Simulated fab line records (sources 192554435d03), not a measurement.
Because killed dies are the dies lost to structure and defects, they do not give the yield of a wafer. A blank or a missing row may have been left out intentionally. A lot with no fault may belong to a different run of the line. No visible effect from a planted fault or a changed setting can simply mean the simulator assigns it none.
Matching of chambers | flow n5Finfet | N5_MOL_CONTACT_COAG_ALD_123 on aldSin-04: 4 sister chambers
The step deposits SiNx, target thk 5 nm, pulse time 1 s, purge time 2 s. 4 wafers are shown with their chamber, then 11 later ones without.

== WAFERS PAIRED WITH THEIR CHAMBERS ==
wafer  | chamber | heaterPowerW (W)
L090.1 | 2       | 980
L090.3 | 1       | 849
L090.6 | 3       | 776
L091.1 | 0       | 798

== WAFERS WHOSE CHAMBER IS MISSING ==
wafer  | heaterPowerW (W)
L091.2 | 822
L091.6 | 793
L093.1 | 1002
L093.2 | 786
L093.3 | 852
L093.4 | 808
L093.5 | 1047
L093.6 | 760
L095.2 | 803
L095.3 | 1019
L095.5 | 772

== WHICH CHAMBER EACH WENT THROUGH ==
wafer  | from the rows above          | in truth
L091.2 | can't be placed: 0 or 1 or 3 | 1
L091.6 | can't be placed: 0 or 3 or 1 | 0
L093.1 | 2                            | 2
L093.2 | can't be placed: 3 or 0      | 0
L093.3 | can't be placed: 1 or 0      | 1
L093.4 | can't be placed: 0 or 3 or 1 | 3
L093.5 | 2                            | 2
L093.6 | can't be placed: 3 or 0      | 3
L095.2 | can't be placed: 0 or 3 or 1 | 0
L095.3 | 2                            | 2
L095.5 | can't be placed: 3 or 0      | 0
Correct placement for 3 of the 11. Can't be placed from these rows: 8 (the true chamber is among the candidates in 8). Number placed wrongly: 0.
How it was worked out, from the rows above alone: a wafer's distance from a chamber is the root of the sum, over the readings, of the square of ((its reading less the chamber's mean) divided by the reading's scatter). If the next closest chamber is less than 2 further off than the closest, the wafer can't be placed; otherwise it belongs to the closest. Each chamber's mean is taken over the wafers shown for it. The scatter: root of mean squared gap, hidden wafer to nearest shown wafer, with one shown wafer a chamber.
